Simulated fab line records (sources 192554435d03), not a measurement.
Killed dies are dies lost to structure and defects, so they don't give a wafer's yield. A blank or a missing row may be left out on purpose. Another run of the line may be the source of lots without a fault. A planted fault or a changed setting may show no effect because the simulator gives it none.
Struck lot and sound lot, side by side | flow n5 finfet | 15 out of 1938 route steps
Sound: wafers L394.3, L394.5, L394.6. Wafers L406.2, L406.4, L406.5 were the ones struck. The cause is named last.
Each step with rows lists, per side, the tool, then ch with its chambers, then its first start. Under that, the readings that differ: sound wafers | struck wafers | difference of the means | sigmas: that difference in standard deviations of wafers without a fault.
alike: readings with means less than 2 such deviations apart, plus words and numbers identical on both sides. not compared: withheld readings, readings lacking a value on some wafer, bounds such as >300 that could conceal the same value, and numbers that have no deviation in the record and whose values overlap.
The two part at a step that has a row with sigmas, a row that says differs or no value, or rows on one side only. When numbers do not overlap yet have no deviation, they are printed without sigmas and do not part them. A reading that every wafer of one side lacks parts them only if that side has two wafers or more.

N5_BEOL_M11_THK_MEAS_53: measures by xrf.
  sound on film metro-02, day 10 19:11; struck on film metro-02, day 14 05:47
  reading      | sound       | struck      | difference | sigmas
  M11_THK (nm) | 137 135 138 | 147 138 146 | +7         | +2
then, 1 step without rows for these wafers: N5_BEOL_M11_PRE_CLEAN_55 (time 15 s).
N5_BEOL_M11_DEP_56: deposits SiCN from 3MS/NH3, target thk 30 nm, time 10.5 s.
  sound on pecvd-01 ch 0,2, day 10 19:15; struck on pecvd-01 ch 0,2, day 14 05:50
  alike: showerhead plenum p Torr, throttle valve pct
N5_BEOL_M11_RS_MEAS_57: uses a four-point probe to measure.
  sound on film metro-01, day 10 19:19; struck on film metro-02, day 14 05:55
  alike: M11_RS
N5_BEOL_M11_INSPECT_58: inspects for defects (darkfield).
  sound on defect inspect-02, day 10 19:20; struck on defect inspect-02, day 14 05:56
  alike: raw defect count
N5_BEOL_M12_ILD_DEP_00: deposits SiOC from DEMS/O2, target thk 658.92 nm, time 130.7 s.
  sound on pecvd-03 ch 1,2, day 10 19:22; struck on pecvd-04 ch 0,1,2, day 14 05:58
  alike: heater power w, showerhead plenum p Torr, throttle valve pct
N5_BEOL_M12_THK_MEAS_01:
  sound on film metro-02, day 10 19:30; struck on film metro-01, day 14 06:06
  alike: M12_ILD_THK
then, 5 steps without rows for these wafers: N5_BEOL_M12_COAT_58 (time 60 s, resist thk 89 nm); N5_BEOL_M12_COAT_04 (resist thk 400 nm); N5_BEOL_M12_EBR_06; N5_BEOL_M12_SOFTBAKE_05 (time 60 s); N5_BEOL_M12_EXPOSE_07 (exposes mask V11).
N5_BEOL_M12_PEB_08: peb time 90 s.
  sound on litho track-02 ch 0, day 10 19:41; struck on litho track-02 ch 0, day 14 06:17
  reading                  | sound                | struck               | difference | sigmas
  heater power total W (W) | 173.1 171.8 173.0    | 174.9 174.9 176.3    | +2.7       | +4
  plate temp C (C)         | 129.84 129.70 129.81 | 132.36 132.33 132.51 | +2.62      | +17
then, 1 step without rows for these wafers: N5_BEOL_M12_DEVELOP_09 (develop time 45 s).
N5_PASSIVATION_PROBE_49:
  sound on prober-02, day 12 08:08; struck on prober-02, day 16 00:25
  reading         | sound   | struck | difference | sigmas
  killed_at_M4_up | 12 12 5 | 27     | +17        | +3
  alike: defect limited yield, killed_at_M0_to_M3, killed at contacts, killed at front end, killed at other, killed dies, killed open, killed short, sort_bin_5_function, sort_bin_6_memory, sort_bin_8_speed, sort n pass, sort yield pct

== WHERE THEY PART ==
At N5_BEOL_M11_THK_MEAS_53 first; at N5_PASSIVATION_PROBE_49 last (within this record only).

WHY: what had been put in by the simulator
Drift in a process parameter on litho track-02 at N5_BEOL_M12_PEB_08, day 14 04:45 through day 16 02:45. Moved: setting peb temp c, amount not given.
